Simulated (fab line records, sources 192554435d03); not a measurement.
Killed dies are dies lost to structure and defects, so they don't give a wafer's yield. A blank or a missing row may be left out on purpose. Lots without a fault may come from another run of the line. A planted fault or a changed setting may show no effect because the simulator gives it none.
Chamber matching | flow n5_finfet | N5_BEOL_M11_ALD_74 on ald_metal-01: 4 sister chambers
The step deposits TaN, target thk 2 nm, pulse time 2 s, purge time 3 s. 4 wafers are shown with their chamber, then 12 later ones without.

WAFERS WITH THEIR CHAMBER
wafer  | chamber | heater_power_w (W)
L089.6 | 0       | 387
L087.3 | 2       | 412
L087.4 | 3       | 549
L087.6 | 1       | 370

WAFERS WITHOUT THEIR CHAMBER
wafer  | heater_power_w (W)
L090.1 | 415
L090.2 | 387
L090.4 | 350
L094.1 | 381
L094.3 | 427
L094.5 | 364
L097.1 | 345
L097.2 | 387
L097.3 | 559
L097.4 | 414
L097.5 | 549
L097.6 | 418

WHICH CHAMBER EACH WENT THROUGH
wafer  | from the rows above     | in truth
L090.1 | 2                       | 2
L090.2 | can't be placed: 0 or 1 | 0
L090.4 | can't be placed: 1 or 0 | 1
L094.1 | can't be placed: 0 or 1 | 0
L094.3 | 2                       | 2
L094.5 | can't be placed: 1 or 0 | 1
L097.1 | can't be placed: 1 or 0 | 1
L097.2 | can't be placed: 0 or 1 | 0
L097.3 | 3                       | 3
L097.4 | 2                       | 2
L097.5 | 3                       | 3
L097.6 | 2                       | 2
Placed correctly: 6 of 12. Can't be placed from these rows: 6 (the true chamber is among the candidates in 6). Placed wrongly: 0.
How it was worked out, from the rows above alone: a wafer's distance from a chamber is the root of the sum, over the readings, of the square of ((its reading less the chamber's mean) divided by the reading's scatter). The wafer belongs to the nearest chamber; if the next one is less than 2 further off, it can't be placed. A chamber's mean is the mean of its shown wafers. The scatter: with one shown wafer a chamber, the root of the mean of the squares of how far each hidden wafer lies from its nearest shown one.
